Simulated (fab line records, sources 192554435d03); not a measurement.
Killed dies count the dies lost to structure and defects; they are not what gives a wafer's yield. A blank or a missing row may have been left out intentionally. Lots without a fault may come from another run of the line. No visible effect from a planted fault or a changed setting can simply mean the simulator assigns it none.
Comparing a struck lot with a sound one / flow n5_finfet / 15 out of 1938 route steps
Sound: the wafers L882.1, L882.2, L882.3. Struck: wafer L894.1; the same lot's L894.3 was not struck, so it is left out; see the end for the cause.
Per side, at each step with rows, come the tool, then ch with its chambers, and then its first start. Under that, the readings that differ: sound wafers / struck wafers / difference of the means / sigmas: that difference in standard deviations of wafers without a fault.
alike: words and numbers the same on both sides, and readings whose means are apart by under 2 such deviations; not compared: readings that were withheld, readings missing a value for some wafer, numbers with overlapping values and no deviation given by the record, and bounds like >300 which may hide the same value.
Wherever a step has rows on one side only, a row that says differs or no value, or a row with sigmas, the two part there. Numbers that have no deviation but don't overlap get no sigmas and don't part them. A reading that every wafer of one side lacks parts them only if that side has two wafers or more.

N5_WELL_APT_OVL_MEAS_09:
  sound on overlay-02 ch 0, day 2 01:43; struck on overlay-02 ch 0, day 5 01:54
  alike: NWELL_OVL
N5_WELL_APT_INSPECT_10: inspects for defects (macro).
  sound on defect_inspect-01 at day 2 01:44; struck on defect_inspect-01 at day 5 01:56
  alike: raw_defect_count
N5_WELL_APT_DESCUM_13: chemistry O2, time 7.9 s.
  sound on rie_diel-05 ch 0,2,3, day 2 02:07; struck on rie_diel-02 ch 1, day 5 01:58
reading=chamber_pressure_mTorr (mTorr); sound=20.020 20.023 20.006; struck=19.978; difference=-0.038; sigmas=-2
  alike: bias_power_w, drypump_motor_current_A, oes_product_au, rf_vpp_V, showerhead_plenum_p_Torr, throttle_valve_pct
  not compared: rf_hours_counter_h
then, 9 steps without rows for these wafers: N5_WELL_APT_IMPLANT_14; N5_WELL_APT_IMPLANT_15; N5_WELL_APT_STRIP_16 (strips in SPM, time 900 s); N5_WELL_APT_HMDS_18 (time 60 s); N5_WELL_APT_COAT_19 (resist thk 950 nm); N5_WELL_APT_EBR_21; N5_WELL_APT_SOFTBAKE_20 (time 60 s); N5_WELL_APT_EXPOSE_22 (exposes mask PWELL, defocus 0 nm, target cd 200 nm); N5_WELL_APT_PEB_23 (peb time 90 s).
N5_WELL_APT_DEVELOP_24: develop time 45 s.
  sound on litho_track-01 ch 0, day 2 03:10; struck on litho_track-04 ch 0, day 5 02:55
reading=model.WELL_APT.cd_nm (nm); sound=201.3 201.1 200.5; struck=203.1; difference=+2.1; sigmas=
  alike: developer_temp_C
then, 1 step without rows for these wafers: N5_WELL_APT_HARDBAKE_29 (time 120 s).
-- a jump in the record: the struck wafers' starts before and after are 11 days apart (it breaks off in module WELL_APT and resumes in module BEOL_M4, where the first step shown is number 1111 of the route) --
N5_BEOL_M4_RC_MEAS_101:
  sound on prober-01 ch 0, day 10 12:23; struck on prober-02 ch 0, day 15 18:53
reading=VT_P (mV); sound=-251.5 -254.5 -251.5; struck=-244.9; difference=+7.6; sigmas=+3
  alike: DIBL_N, DIBL_P, IOFF_N, IOFF_P, ION_N, ION_P, SS_N, SS_P, VT_N

## WHERE THEY PART
At N5_WELL_APT_DESCUM_13 first; at N5_BEOL_M4_RC_MEAS_101 last (within this record only).

WHY: what the simulator had put in
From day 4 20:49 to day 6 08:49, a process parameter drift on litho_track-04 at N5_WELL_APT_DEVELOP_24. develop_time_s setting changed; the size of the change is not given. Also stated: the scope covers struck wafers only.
